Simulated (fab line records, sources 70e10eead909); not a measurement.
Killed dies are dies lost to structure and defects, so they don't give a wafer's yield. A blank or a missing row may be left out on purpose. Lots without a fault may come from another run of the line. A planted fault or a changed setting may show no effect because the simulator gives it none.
fab line records | flow nand_harc
record lots=6 wafers=18 last_day=34
route steps=1302 shown A_CHANNEL_HOLE_D2@582 A_CHANNEL_FILL_D2@610 END@1302
lots that met no fault: from a run of the same line without faults
start_h: hours from the record's first day to the start of the lot's first wafer shown | wait_h: hours since the lot's step before | " the same as in the row above | L1.1+2: a row that stands for several wafers | - no value, or no start given | * or withheld: withheld | < > ~ a bound
route shown NAME@n: a module of which the file shows steps, and the number in the route of the first | usual: mean/standard deviation of fault-free wafers | same: alike in all rows | chamber/n: place in a boat | sites: the reading at each site | _std_site: their standard deviation | _edge_site: outer sites' mean less inner sites' | radius_mm: how far each site lies from the wafer's centre | mask NAME#n: copy n | behind: the tool/chamber that last shaped the wafer | hold: why the lot was held/for how many hours/how that ended | device: the transistor (n, p or np) that didn't switch | end of line: the same wafers' tests at the end of the route | a step without rows: its recipe alone | killed: dies lost to structure and defects at the first sort, not the wafer's yield | map: a wafer's dies, x killed, . not, _ none there
set.NAME: the setting as run; set.NAME@STEP: as run at that earlier step | model.NAME: the simulator's own value behind a step, which no gauge read
lots at some steps of the route; a table a step, a row a wafer
services: from which hour (start_h, from the record's first day; less than 0 if before it) a tool's chamber was out of use, for how many hours, and why
## steps
# step NHARC_A_CHANNEL_HOLE_D2_CD_MEAS_10
# recipe target_cd_nm=100 landing_energy_ev=500
# usual cd_nm=100.0/0.46
# columns lot.wafer tool chamber start_h wait_h cd_nm
L951.2 cd_sem-02 0 334.57 - 100.4
L951.5 " 0 " " 100.4
L951.6 " 0 " " 99.6
L952.1 cd_sem-02 0 349.56 - 100.4
L952.3 " 0 " " 99.9
L952.5 " 0 " " 100.0
L959.1 cd_sem-02 0 419.12 - 100.6
L959.2 " 0 " " 100.8
L959.5 " 0 " " 99.6
L961.3 cd_sem-03 0 440.60 - 99.4
L961.4 " 0 " " 99.6
L961.5 " 0 " " 99.7
L966.3 cd_sem-01 0 499.27 - 100.1
L966.5 " 0 " " 100.4
L966.6 " 0 " " 100.4
L968.1 cd_sem-02 0 519.40 - 98.9
L968.4 " 0 " " 99.0
L968.6 " 0 " " 99.6
# step NHARC_A_CHANNEL_HOLE_D2_OVL_MEAS_11
# usual overlay_x_nm=-0.1/0.88 overlay_y_nm=0.0/0.77
# columns lot.wafer tool chamber start_h wait_h overlay_x_nm overlay_y_nm
L951.2 overlay-01 - 334.66 - 0.4 -1.3
L951.5 " - " " -0.1 -1.4
L951.6 " - " " 0.4 -1.1
L952.1 overlay-02 - 349.65 - 0.8 -0.4
L952.3 " - " " 1.0 -0.1
L952.5 " - " " 0.8 -0.3
L959.1 overlay-02 - 419.21 - 0.2 0.6
L959.2 " - " " 0.5 0.6
L959.5 " - " " 1.0 0.8
L961.3 overlay-01 - 440.68 - -0.1 1.4
L961.4 " - " " -0.4 0.8
L961.5 " - " " -1.0 0.4
L966.3 overlay-01 - 499.35 - -0.3 1.3
L966.5 " - " " 0.3 0.9
L966.6 " - " " 0.1 0.8
L968.1 overlay-02 - 519.49 - 0.6 0.1
L968.4 " - " " -0.1 0.1
L968.6 " - " " -0.2 0.0
# step NHARC_A_CHANNEL_HOLE_D2_INSPECT_12
# usual raw_defect_count=36/23
# columns lot.wafer tool chamber start_h wait_h raw_defect_count
L951.2 defect_inspect-02 - 334.69 0.0 8
L951.5 " - " " 14
L951.6 " - " " 6
L952.1 defect_inspect-01 - 349.68 0.0 4
L952.3 " - " " 6
L952.5 " - " " 9
L959.1 defect_inspect-02 - 419.25 0.0 63
L959.2 " - " " 45
L959.5 " - " " 65
L961.3 defect_inspect-02 - 440.72 0.0 61
L961.4 " - " " 60
L961.5 " - " " 54
L966.3 defect_inspect-01 - 499.39 0.0 25
L966.5 " - " " 31
L966.6 " - " " 30
L968.1 defect_inspect-01 - 519.52 0.0 6
L968.4 " - " " 5
L968.6 " - " " 4
# step NHARC_A_CHANNEL_HOLE_D2_DESCUM_15
# recipe time_s=3 o2_flow_sccm=200 ar_flow_sccm=0 bias_power_w=0 chemistry=O2
# step NHARC_A_CHANNEL_HOLE_D2_ETCH_38
# recipe target_depth_a=390 over_etch_frac=0.3 time_s=65 ion_energy_ev=80 cf4_flow_sccm=150 ar_flow_sccm=0 rf_w=300 bias_w=100 chemistry=CF4
# step NHARC_A_CHANNEL_HOLE_D2_ETCH_39
# recipe target_depth_a=2600 over_etch_frac=0.3 time_s=325 ion_energy_ev=200 n2_flow_sccm=150 h2_flow_sccm=150 ar_flow_sccm=0 rf_w=400 bias_w=150 chemistry=N2/H2
# step NHARC_A_CHANNEL_HOLE_D2_ETCH_34
# recipe target_depth_a=1540 time_s=77 cf4_flow_sccm=100 chf3_flow_sccm=30 ar_flow_sccm=0 rf_w=500 bias_w=200 chemistry=CF4/CHF3
# step NHARC_A_CHANNEL_HOLE_D2_ETCH_16
# recipe target_depth_a=31000 over_etch_frac=0.3 time_s=806 ion_energy_ev=150 o2_flow_sccm=400 cos_flow_sccm=20 ar_flow_sccm=0 rf_w=500 bias_w=300 chemistry=O2/COS
# step NHARC_A_CHANNEL_HOLE_D2_CD_MEAS_18
# usual cd_nm=98.8/1.6
# columns lot.wafer tool chamber start_h wait_h cd_nm
L951.2 cd_sem-03 - 335.86 - 99.2
L951.5 " - " " 100.2
L951.6 " - " " 94.9
L952.1 cd_sem-03 - 350.86 - 98.3
L952.3 " - " " 98.9
L952.5 " - " " 99.0
L959.1 cd_sem-03 - 420.72 - 98.3
L959.2 " - " " 99.0
L959.5 " - " " 96.7
L961.3 cd_sem-02 - 441.88 - 98.3
L961.4 " - " " 100.4
L961.5 " - " " 98.7
L966.3 cd_sem-01 - 500.55 - 103.5
L966.5 " - " " 101.4
L966.6 " - " " 98.7
L968.1 cd_sem-01 - 520.70 - 99.0
L968.4 " - " " 100.2
L968.6 " - " " 101.0
# step NHARC_A_CHANNEL_HOLE_D2_ETCH_19
# recipe bias_v=1200 source_w=2500 pressure_mtorr=15 time_s=34.5 ar_flow_sccm=375 c4f8_flow_sccm=28.8 o2_flow_sccm=96.2 temp_c=-20 target_depth_a=* chemistry=C4F8/O2/Ar
# usual drypump_motor_current_A=5.6/0.63 o2_flow_sccm=96.21/0.27 oes_air_line_au=0.999/0.019 showerhead_plenum_p_Torr=3.72/0.17 throttle_valve_pct=37.038/0.0089
# columns lot.wafer tool chamber start_h wait_h drypump_motor_current_A o2_flow_sccm oes_air_line_au rf_hours_counter_h showerhead_plenum_p_Torr throttle_valve_pct
L951.2 har_etch-02 0 340.03 4.2 4.8 96.25 0.986 396 3.62 37.028
L951.6 " 1 " " 6.5 96.07 1.016 - 3.64 37.040
L951.5 " 0 " " 4.8 96.21 1.007 - 3.62 37.032
L952.1 har_etch-01 0 350.95 0.1 5.3 95.95 1.011 197 3.70 37.033
L952.3 " 0 " " 5.3 96.31 1.024 - 3.70 37.052
L952.5 " 0 " " 5.3 95.81 1.019 - 3.70 37.040
L959.2 har_etch-01 0 420.79 0.1 5.3 96.25 1.034 239 3.68 37.033
L959.1 " 1 " " 6.0 96.08 0.985 239 3.53 37.045
L959.5 " 0 " " 5.3 96.02 1.001 - 3.68 37.043
L961.4 har_etch-01 1 444.04 2.1 6.0 96.17 1.013 - 3.53 37.052
L961.3 " 0 " " 5.3 96.49 0.999 - 3.68 37.034
L961.5 " 0 " " 5.3 96.37 1.018 - 3.68 37.042
L966.3 har_etch-02 1 500.68 0.1 6.5 96.26 1.009 - 3.95 37.042
L966.6 " 0 " " 4.8 96.15 0.985 - 3.95 37.046
L966.5 " 1 " " 6.5 96.57 1.030 - 3.95 37.042
L968.1 har_etch-02 0 520.77 0.1 4.8 96.42 0.987 73 3.94 37.036
L968.4 " 0 " " 4.8 96.48 1.006 - 3.94 37.020
L968.6 " 1 " " 6.5 95.91 0.998 - 3.94 37.033
# step NHARC_A_CHANNEL_HOLE_D2_ETCH_20
# recipe bias_v=3000 source_w=withheld pressure_mtorr=20 time_s=361.9 ar_flow_sccm=375 c4f8_flow_sccm=89.3 o2_flow_sccm=35.7 temp_c=-20 target_depth_a=16000 chemistry=C4F8/O2/Ar
# usual drypump_motor_current_A=5.6/0.63 o2_flow_sccm=35.71/0.1 oes_air_line_au=1.001/0.02 showerhead_plenum_p_Torr=3.68/0.16 throttle_valve_pct=32.154/0.0085
# columns lot.wafer tool chamber start_h wait_h drypump_motor_current_A o2_flow_sccm oes_air_line_au rf_hours_counter_h showerhead_plenum_p_Torr throttle_valve_pct
L951.2 har_etch-02 0 340.17 0.1 4.8 35.69 0.980 396 3.59 32.144
L951.6 " 1 " " 6.5 35.63 0.997 - 3.60 32.158
L951.5 " 0 " " 4.8 35.59 0.990 - 3.59 32.150
L952.1 har_etch-01 0 351.10 0.1 5.3 35.62 1.036 197 3.66 32.131
L952.3 " 0 " " 5.3 35.76 1.012 - 3.66 32.145
L952.5 " 0 " " 5.3 35.67 1.036 - 3.66 32.158
L959.2 har_etch-01 0 420.90 0.1 5.3 35.66 1.013 239 3.64 32.143
L959.1 " 1 " " 6.0 35.54 1.007 239 3.50 32.157
L959.5 " 0 " " 5.3 35.91 1.011 - 3.64 32.152
L961.4 har_etch-01 1 444.22 0.2 6.0 35.75 1.004 - 3.49 32.154
L961.3 " 0 " " 5.3 35.78 0.988 - 3.64 32.145
L961.5 " 0 " " 5.3 35.72 1.007 - 3.64 32.173
L966.3 har_etch-02 1 500.89 0.2 6.5 35.73 0.973 - 3.90 32.164
L966.6 " 0 " " 4.8 35.49 0.987 - 3.90 32.166
L966.5 " 1 " " 6.5 35.80 1.025 - 3.90 32.173
L968.1 har_etch-02 0 520.88 0.1 4.8 35.76 1.014 73 3.89 32.148
L968.4 " 0 " " 4.8 35.81 1.006 - 3.89 32.146
L968.6 " 1 " " 6.5 35.69 1.027 - 3.89 32.150
# step NHARC_A_CHANNEL_HOLE_D2_ETCH_21
# recipe bias_v=3000 source_w=withheld pressure_mtorr=20 time_s=514.3 ar_flow_sccm=375 c4f8_flow_sccm=89.3 o2_flow_sccm=35.7 temp_c=-20 target_depth_a=16000 chemistry=C4F8/O2/Ar
# usual drypump_motor_current_A=5.6/0.63 o2_flow_sccm=35.71/0.1 oes_air_line_au=1.000/0.021 showerhead_plenum_p_Torr=3.68/0.16 throttle_valve_pct=32.155/0.0091
# columns lot.wafer tool chamber start_h wait_h drypump_motor_current_A o2_flow_sccm oes_air_line_au rf_hours_counter_h showerhead_plenum_p_Torr throttle_valve_pct
L951.2 har_etch-02 0 340.51 0.3 4.8 35.75 0.996 396 3.59 32.167
L951.6 " 1 " " 6.5 35.60 0.970 - 3.60 32.149
L951.5 " 0 " " 4.8 35.79 1.026 - 3.59 32.141
L952.1 har_etch-01 0 351.44 0.3 5.3 35.68 1.003 198 3.66 32.160
L952.3 " 0 " " 5.3 35.82 0.986 - 3.66 32.144
L952.5 " 0 " " 5.3 35.67 1.006 - 3.66 32.161
L959.2 har_etch-01 0 421.21 0.3 5.3 35.64 1.038 240 3.64 32.161
L959.1 " 1 " " 6.0 35.59 0.990 240 3.50 32.145
L959.5 " 0 " " 5.3 35.71 1.027 - 3.64 32.147
L961.4 har_etch-01 1 444.57 0.3 6.0 35.73 0.991 - 3.49 32.142
L961.3 " 0 " " 5.3 35.74 1.003 - 3.64 32.168
L961.5 " 0 " " 5.3 35.73 1.014 - 3.64 32.160
L966.3 har_etch-02 1 501.26 0.3 6.5 35.61 0.967 - 3.90 32.147
L966.6 " 0 " " 4.8 35.68 0.986 - 3.90 32.158
L966.5 " 1 " " 6.5 35.66 0.998 - 3.90 32.168
L968.1 har_etch-02 0 521.20 0.3 4.8 35.77 0.970 73 3.89 32.150
L968.4 " 0 " " 4.8 35.70 0.965 - 3.89 32.154
L968.6 " 1 " " 6.5 35.61 1.004 - 3.89 32.161
# step NHARC_A_CHANNEL_HOLE_D2_ETCH_22
# recipe bias_v=3000 source_w=withheld pressure_mtorr=20 time_s=666.7 ar_flow_sccm=375 c4f8_flow_sccm=89.3 o2_flow_sccm=35.7 temp_c=-20 target_depth_a=16000 chemistry=C4F8/O2/Ar
# usual drypump_motor_current_A=5.6/0.63 o2_flow_sccm=35.71/0.11 oes_air_line_au=1.003/0.019 showerhead_plenum_p_Torr=3.68/0.16 throttle_valve_pct=32.156/0.0081
# columns lot.wafer tool chamber start_h wait_h drypump_motor_current_A o2_flow_sccm oes_air_line_au rf_hours_counter_h showerhead_plenum_p_Torr throttle_valve_pct
L951.2 har_etch-02 0 340.97 0.4 4.8 35.74 1.011 397 3.59 32.162
L951.6 " 1 " " 6.5 35.62 1.015 - 3.60 32.152
L951.5 " 0 " " 4.8 35.69 0.956 - 3.59 32.151
L952.1 har_etch-01 0 351.90 0.4 5.3 35.82 1.009 198 3.66 32.169
L952.3 " 0 " " 5.3 35.67 0.994 - 3.66 32.158
L952.5 " 0 " " 5.3 35.70 1.026 - 3.66 32.161
L959.2 har_etch-01 0 421.65 0.4 5.3 35.72 1.021 240 3.64 32.152
L959.1 " 1 " " 6.0 36.00 0.941 240 3.50 32.151
L959.5 " 0 " " 5.3 35.79 0.985 - 3.64 32.155
L961.4 har_etch-01 1 445.05 0.4 6.0 35.75 1.031 - 3.49 32.151
L961.3 " 0 " " 5.3 35.67 0.977 - 3.64 32.166
L961.5 " 0 " " 5.3 35.77 0.977 - 3.64 32.153
L966.3 har_etch-02 1 501.77 0.4 6.6 35.83 1.020 - 3.90 32.163
L966.6 " 0 " " 4.8 35.80 1.046 - 3.90 32.151
L966.5 " 1 " " 6.5 35.73 1.021 - 3.90 32.168
L968.1 har_etch-02 0 521.64 0.4 4.8 35.82 0.966 73 3.89 32.142
L968.4 " 0 " " 4.8 35.78 0.973 - 3.89 32.153
L968.6 " 1 " " 6.5 35.67 1.003 - 3.89 32.147
# step NHARC_A_CHANNEL_HOLE_D2_ETCH_23
# recipe bias_v=5000 source_w=withheld pressure_mtorr=20 time_s=819 ar_flow_sccm=375 c4f8_flow_sccm=89.3 o2_flow_sccm=35.7 temp_c=-20 target_depth_a=16000 chemistry=C4F8/O2/Ar
# step NHARC_A_CHANNEL_HOLE_D2_ETCH_24
# recipe bias_v=5000 source_w=withheld pressure_mtorr=20 time_s=906.2 ar_flow_sccm=375 c4f8_flow_sccm=93.8 o2_flow_sccm=31.2 temp_c=-20 target_depth_a=15000 chemistry=C4F8/O2/Ar
# step NHARC_A_CHANNEL_HOLE_D2_ETCH_25
# recipe bias_v=5000 source_w=withheld pressure_mtorr=20 time_s=1040.2 ar_flow_sccm=375 c4f8_flow_sccm=93.8 o2_flow_sccm=31.2 temp_c=-20 target_depth_a=15000 chemistry=C4F8/O2/Ar
# step NHARC_A_CHANNEL_HOLE_D2_ETCH_26
# recipe bias_v=300 source_w=2000 pressure_mtorr=30 time_s=224.1 ar_flow_sccm=375 c4f8_flow_sccm=11.4 o2_flow_sccm=113.6 temp_c=-20 target_depth_a=3000 chemistry=C4F8/O2/Ar
# step NHARC_A_CHANNEL_HOLE_D2_ETCH_27
# recipe bias_v=400 source_w=2000 pressure_mtorr=25 time_s=90 ar_flow_sccm=375 c4f8_flow_sccm=41.7 o2_flow_sccm=83.3 temp_c=-20 target_depth_a=4000 chemistry=C4F8/O2/Ar
# step NHARC_A_CHANNEL_HOLE_D2_STRIP_41
# recipe n2_flow_sccm=150 h2_flow_sccm=150 ar_flow_sccm=0 bias_w=0 chemistry=N2/H2
# step NHARC_A_CHANNEL_HOLE_D2_STRIP_42
# recipe cf4_flow_sccm=100 chf3_flow_sccm=30 ar_flow_sccm=0 bias_w=0 chemistry=CF4/CHF3
# step NHARC_A_CHANNEL_HOLE_D2_STRIP_43
# recipe o2_flow_sccm=400 cos_flow_sccm=20 ar_flow_sccm=0 bias_w=0 chemistry=O2/COS
# step NHARC_A_CHANNEL_HOLE_D2_ETCH_44
# recipe target_depth_a=1400 overetch_a=140 time_s=77 ion_energy_ev=100 cf4_flow_sccm=80 o2_flow_sccm=20 ar_flow_sccm=0 rf_w=300 bias_w=100 chemistry=CF4/O2
# usual drypump_motor_current_A=5.6/0.55 o2_flow_sccm=20.00/0.062 oes_product_au=1.001/0.0069 rf_vpp_V=197.9/1.3 showerhead_plenum_p_Torr=1.34/0.053 throttle_valve_pct=13.396/0.0092
# columns lot.wafer tool chamber start_h wait_h drypump_motor_current_A o2_flow_sccm oes_product_au rf_hours_counter_h rf_vpp_V showerhead_plenum_p_Torr throttle_valve_pct
L951.2 rie_diel-10 2 344.75 0.1 4.9 19.99 1.000 4.8 196.4 1.27 13.411
L951.5 " 0 " " 5.6 20.04 1.007 - 198.4 1.35 13.394
L951.6 " 1 " " 5.8 19.99 0.997 - 199.1 1.37 13.401
L952.1 rie_diel-12 3 355.65 0.1 6.2 19.95 1.006 6.9 195.8 1.27 13.366
L952.3 " 0 " " 5.0 20.01 0.996 5.2 196.0 1.26 13.396
L952.5 " 3 " " 6.2 19.99 0.997 - 195.3 1.27 13.400
L959.1 rie_diel-03 3 425.51 0.1 6.5 20.01 0.997 10.4 198.1 1.40 13.387
L959.2 " 0 " " 5.3 20.01 1.003 8.6 199.1 1.38 13.386
L959.5 " 2 " " 6.5 19.94 1.007 - 197.7 1.33 13.386
L961.4 rie_diel-10 2 448.73 0.1 4.9 20.03 0.994 1.1 196.7 1.27 13.388
L961.3 " 3 " " 6.2 19.96 0.985 0.9 199.9 1.40 13.403
L961.5 " 2 " " 4.9 20.00 1.001 - 196.2 1.27 13.414
L966.3 rie_diel-10 1 505.35 0.1 5.8 20.03 1.003 3.8 197.6 1.37 13.396
L966.5 " 2 " " 4.9 20.08 1.001 - 195.8 1.27 13.394
L966.6 " 3 " " 6.2 19.94 0.997 - 198.5 1.40 13.402
L968.1 rie_diel-10 3 525.51 0.1 6.2 20.04 0.987 4.9 199.4 1.40 13.397
L968.4 " 0 " " 5.6 20.10 0.998 4.5 197.0 1.34 13.413
L968.6 " 2 " " 4.9 20.01 0.988 - 196.3 1.27 13.414
# step NHARC_A_CHANNEL_HOLE_D2_STRIP_28
# recipe o2_flow_sccm=500 ar_flow_sccm=0 bias_w=0 chemistry=O2
# step NHARC_A_CHANNEL_HOLE_D2_PRECLEAN_29
# recipe time_s=* temp_c=50 bath_age_min=0 chemistry=SC1
# step NHARC_A_CHANNEL_HOLE_D2_SRD_30
# step NHARC_A_CHANNEL_HOLE_D2_CD_MEAS_31
# usual cd_nm=89.9/1.1
# columns lot.wafer tool chamber start_h wait_h cd_nm
L951.2 cd_sem-01 - 345.53 - 89.8
L951.5 " - " " 90.8
L951.6 " - " " 91.9
L952.1 cd_sem-01 - 356.44 - 90.2
L952.3 " - " " 90.6
L952.5 " - " " 90.2
L959.1 cd_sem-03 - 426.29 - 90.8
L959.2 " - " " 90.4
L959.5 " - " " 90.0
L961.3 cd_sem-02 - 449.53 - 89.3
L961.4 " - " " 90.2
L961.5 " - " " 89.5
L966.3 cd_sem-03 - 506.13 - 91.3
L966.5 " - " " 92.9
L966.6 " - " " 90.3
L968.1 cd_sem-03 - 526.30 - 88.8
L968.4 " - " " 88.9
L968.6 " - " " 89.4
# step NHARC_A_CHANNEL_HOLE_D2_XSEM_32
# recipe landing_energy_ev=35000
# usual bot_cd_nm=74.4/1.2 bow_nm=8.67/0.24 tilt_deg=0.08/0.042
# columns lot.wafer tool chamber start_h wait_h bot_cd_nm bow_nm tilt_deg
L951.2 xsem-02 0 345.63 0.1 75.2 9.06 0.00
L951.5 " 0 " " 75.2 9.05 0.01
L951.6 " 0 " " 76.5 8.99 0.01
L952.1 xsem-01 0 356.53 0.1 75.2 8.32 0.07
L952.3 " 0 " " 75.0 8.34 0.07
L952.5 " 0 " " 74.8 8.34 0.07
L959.1 xsem-02 0 426.39 0.1 74.7 8.73 0.12
L959.2 " 0 " " 73.7 8.68 0.12
L959.5 " 0 " " 73.5 8.65 0.12
L961.3 xsem-02 0 449.62 0.1 74.8 8.61 0.16
L961.4 " 0 " " 74.2 8.62 0.16
L961.5 " 0 " " 74.1 8.68 0.16
L966.3 xsem-01 0 506.22 0.1 74.8 8.51 0.13
L966.5 " 0 " " 76.7 8.54 0.13
L966.6 " 0 " " 73.6 8.50 0.13
L968.1 xsem-01 0 526.39 0.1 73.5 8.76 0.01
L968.4 " 0 " " 72.5 8.78 0.01
L968.6 " 0 " " 73.9 8.65 0.01
# step NHARC_A_CHANNEL_HOLE_D2_INSPECT_40
# usual raw_defect_count=290/75
# columns lot.wafer tool chamber start_h wait_h raw_defect_count
L951.2 defect_inspect-02 - 345.72 - 327
L951.5 " - " " 280
L951.6 " - " " 286
L952.1 defect_inspect-01 - 356.62 - 243
L952.3 " - " " 311
L952.5 " - " " 237
L959.1 defect_inspect-02 - 426.48 - 1200
L959.2 " - " " 1044
L959.5 " - " " 1065
L961.3 defect_inspect-01 - 449.71 - 1121
L961.4 " - " " 1135
L961.5 " - " " 1097
L966.3 defect_inspect-01 - 506.31 - 186
L966.5 " - " " 190
L966.6 " - " " 268
L968.1 defect_inspect-01 - 526.49 - 249
L968.4 " - " " 200
L968.6 " - " " 404
# step NHARC_A_CHANNEL_FILL_D2_PRECLEAN_00
# recipe time_s=* temp_c=50 bath_age_min=0 chemistry=SC1
# step NHARC_END_SORT_01
# recipe temp_c=25
# usual killed_at_array=58/20 killed_at_other=0.9/1.4 killed_at_periphery=4/3.1 killed_dies=63/20 killed_open=3.3/1.8 killed_short=2.4/1.5
# same gross_dies=677
# columns lot.wafer tool chamber start_h wait_h killed_at_array killed_at_other killed_at_periphery killed_dies killed_open killed_short
L951.2 prober-02 0 614.70 2.8 74 0 1 75 5 2
L951.5 prober-02 0 617.07 3.7 76 0 3 79 5 2
L951.6 prober-02 0 617.87 4.0 65 4 2 71 4 4
L952.1 prober-02 0 633.34 2.5 24 3 3 30 3 3
L952.3 prober-02 0 634.94 3.1 26 1 2 29 2 4
L952.5 prober-02 0 636.54 3.7 25 0 1 26 3 1
L959.1 prober-01 0 722.57 2.4 151 0 3 154 5 3
L959.2 prober-01 0 723.36 2.7 69 1 3 73 1 3
L959.5 prober-01 0 725.73 3.6 92 1 0 93 3 3
L961.3 prober-02 0 724.28 3.1 99 2 4 105 5 1
L961.4 prober-02 0 725.08 3.4 138 1 7 146 4 3
L961.5 prober-02 0 725.89 3.7 77 0 5 82 2 0
L968.6 prober-02 0 808.53 4.0 31 0 1 32 2 0
# killed by level:class
L951.2 A_CHANNEL_HOLE_D2:chamber_film_flake=29 A_SLIT:chamber_film_flake=27 A_CONTACT:chamber_film_flake=6 A_CHANNEL_HOLE_D1:chamber_film_flake=3 A_WL_FILL:geometric_particle:short=2 A_WL_FILL:chamber_film_flake=2 P_M1:geometric_particle:open=1 A_CHANNEL_HOLE_D2:geometric_particle:open=1
L951.5 A_CHANNEL_HOLE_D2:chamber_film_flake=34 A_SLIT:chamber_film_flake=28 A_CHANNEL_HOLE_D1:chamber_film_flake=4 A_CONTACT:chamber_film_flake=4 P_CONTACT:geometric_particle:open=1 P_M1:geometric_particle:open=1 P_M2:geometric_particle:open=1 A_CHANNEL_HOLE_D1:geometric_particle:open=1
L951.6 A_CHANNEL_HOLE_D2:chamber_film_flake=34 A_SLIT:chamber_film_flake=15 A_CHANNEL_HOLE_D1:chamber_film_flake=4 THIN_TSV:chamber_film_flake=4 A_WL_FILL:geometric_particle:short=2 A_CONTACT:chamber_film_flake=2 P_M0:geometric_particle:open=1 P_M2:geometric_particle:open=1
L952.1 A_CHANNEL_HOLE_D2:chamber_film_flake=7 A_M1:chamber_film_flake=3 THIN_TSV:chamber_film_flake=3 A_ONON_D1:geometric_particle:open=2 P_ZERO_WELL:chamber_film_flake=2 A_DECK1_JOINT:chamber_film_flake=2 A_CHANNEL_FILL_D2:chamber_film_flake=2 A_WL_FILL:chamber_film_flake=2
L952.3 A_CHANNEL_HOLE_D2:chamber_film_flake=9 A_CONTACT:chamber_film_flake=4 A_CHANNEL_HOLE_D1:chamber_film_flake=2 A_WL_FILL:chamber_film_flake=2 A_M1:chamber_film_flake=2 P_CONTACT:geometric_particle:open=1 P_M0:geometric_particle:open=1 A_SOURCE_PLATE:geometric_particle:short=1
L952.5 A_CHANNEL_HOLE_D2:chamber_film_flake=5 A_CONTACT:chamber_film_flake=5 A_CHANNEL_HOLE_D1:chamber_film_flake=4 A_SLIT:chamber_film_flake=3 A_DECK1_JOINT:chamber_film_flake=2 P_M0:geometric_particle:open=1 A_ONON_D1:geometric_particle:short=1 A_CHANNEL_FILL_D2:geometric_particle:open=1
L959.1 A_CHANNEL_HOLE_D2:unspecified=99 A_CHANNEL_HOLE_D1:chamber_film_flake=34 A_STAIRCASE:chamber_film_flake=4 A_DECK1_JOINT:geometric_particle:short=3 A_CONTACT:chamber_film_flake=3 A_SLIT:chamber_film_flake=3 P_STI:geometric_particle:open=1 P_CONTACT:geometric_particle:open=1
L959.2 A_CHANNEL_HOLE_D2:unspecified=40 A_CHANNEL_HOLE_D1:chamber_film_flake=22 P_ZERO_WELL:chamber_film_flake=2 A_CHANNEL_HOLE_D2:chamber_film_flake=2 P_GATE:geometric_particle:short=1 A_CHANNEL_FILL_D1:geometric_particle:open=1 A_STAIRCASE:geometric_particle:short=1 A_M0:geometric_particle:short=1
L961.3 A_CHANNEL_HOLE_D2:unspecified=42 A_CHANNEL_HOLE_D1:chamber_film_flake=39 A_CONTACT:chamber_film_flake=5 P_ZERO_WELL:chamber_film_flake=3 A_SLIT:chamber_film_flake=3 A_M1:geometric_particle:open=2 THIN_TSV:chamber_film_flake=2 A_CHANNEL_FILL_D1:geometric_particle:short=1
L961.4 A_CHANNEL_HOLE_D2:unspecified=89 A_CHANNEL_HOLE_D1:chamber_film_flake=24 P_ZERO_WELL:chamber_film_flake=5 A_DECK1_JOINT:chamber_film_flake=4 A_CHANNEL_FILL_D2:chamber_film_flake=4 A_SLIT:chamber_film_flake=3 P_GATE:chamber_film_flake=2 A_CHANNEL_HOLE_D2:chamber_film_flake=2
L959.5 A_CHANNEL_HOLE_D2:unspecified=43 A_CHANNEL_HOLE_D1:chamber_film_flake=36 A_ONON_D1:geometric_particle:short=2 A_DECK1_JOINT:geometric_particle:open=2 A_SLIT:chamber_film_flake=2 A_DECK1_JOINT:chamber_film_flake=2 A_CONTACT:chamber_film_flake=2 A_ONON_D1:geometric_particle:open=1
L961.5 A_CHANNEL_HOLE_D2:unspecified=37 A_CHANNEL_HOLE_D1:chamber_film_flake=21 A_CONTACT:chamber_film_flake=7 A_SLIT:chamber_film_flake=5 A_STAIRCASE:chamber_film_flake=3 P_ZERO_WELL:chamber_film_flake=2 P_GATE:chamber_film_flake=2 A_CHANNEL_FILL_D2:chamber_film_flake=2
L968.6 A_SLIT:chamber_film_flake=17 A_CONTACT:chamber_film_flake=8 A_ONON_D2:geometric_particle:open=1 A_M1:geometric_particle:open=1 P_GATE:chamber_film_flake=1 A_CHANNEL_HOLE_D1:chamber_film_flake=1 A_CHANNEL_FILL_D1:chamber_film_flake=1 A_STAIRCASE:chamber_film_flake=1
## services
# columns tool chamber start_h hours kind
rie_diel-10 0 325.00 - clean
rie_diel-10 1 325.00 - clean
rie_diel-10 2 325.00 - clean
rie_diel-10 3 325.00 - clean
rie_diel-10 0 349.50 - clean
rie_diel-10 - 359.16 5.5 repair
xsem-01 - 374.00 14.0 pm
rie_diel-10 3 375.24 5.8 repair
har_etch-02 - 377.35 17.0 pm
har_etch-02 0 377.35 17.0 vent_cycle
har_etch-02 1 377.35 17.0 vent_cycle
har_etch-02 0 394.35 - clean
har_etch-02 0 394.35 - consumable_replace:focus_ring
har_etch-02 0 394.35 - consumable_replace:showerhead
har_etch-02 1 394.35 - clean
har_etch-02 1 394.35 - consumable_replace:showerhead
rie_diel-03 - 408.74 0.4 repair
rie_diel-12 2 414.96 12.4 repair
rie_diel-10 - 419.53 9.0 pm
rie_diel-12 - 445.40 9.0 pm
rie_diel-10 0 449.54 16.6 repair
rie_diel-10 1 457.50 5.9 repair
rie_diel-03 - 458.30 9.0 pm
rie_diel-03 - 504.56 9.9 repair
## key
first_sign step=NHARC_A_CHANNEL_HOLE_D2_INSPECT_40 reading=raw_defect_count direction=up sigmas=11 usual=290 struck=1110
effect step=NHARC_END_SORT_01 reading=killed_at_array direction=up sigmas=2.4 usual=58 struck=104 wafers_moved=2
more_kills_born_at NHARC_A_CHANNEL_HOLE_D2_ETCH_22@har_etch-01=269
met_at NHARC_A_CHANNEL_HOLE_D2_ETCH_22
struck_wafers L959.1,L959.2,L959.5,L961.3,L961.4,L961.5
tester_left_out L959,L961
onset_between 351.90 421.65
also_fits NHARC_A_CHANNEL_HOLE_D2_ETCH_19:har_etch-01,NHARC_A_CHANNEL_HOLE_D2_ETCH_20:har_etch-01,NHARC_A_CHANNEL_HOLE_D2_ETCH_21:har_etch-01,NHARC_A_CHANNEL_HOLE_D2_XSEM_32:xsem-02
fault kind=chamber_particle_source tool=har_etch-01 chamber=- onset_h=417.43 steps=NHARC_A_CHANNEL_HOLE_D2_ETCH_22 rate_per_visit_cm2=1.3187 end_h=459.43
# tester_left_out: of these lots the tester's yield and bins aren't shown, on N5 and GAA mostly nor the transistor test; their killed dies are dies lost to structure and defects alone, not to doping, threshold or leakage, so they don't give the yield
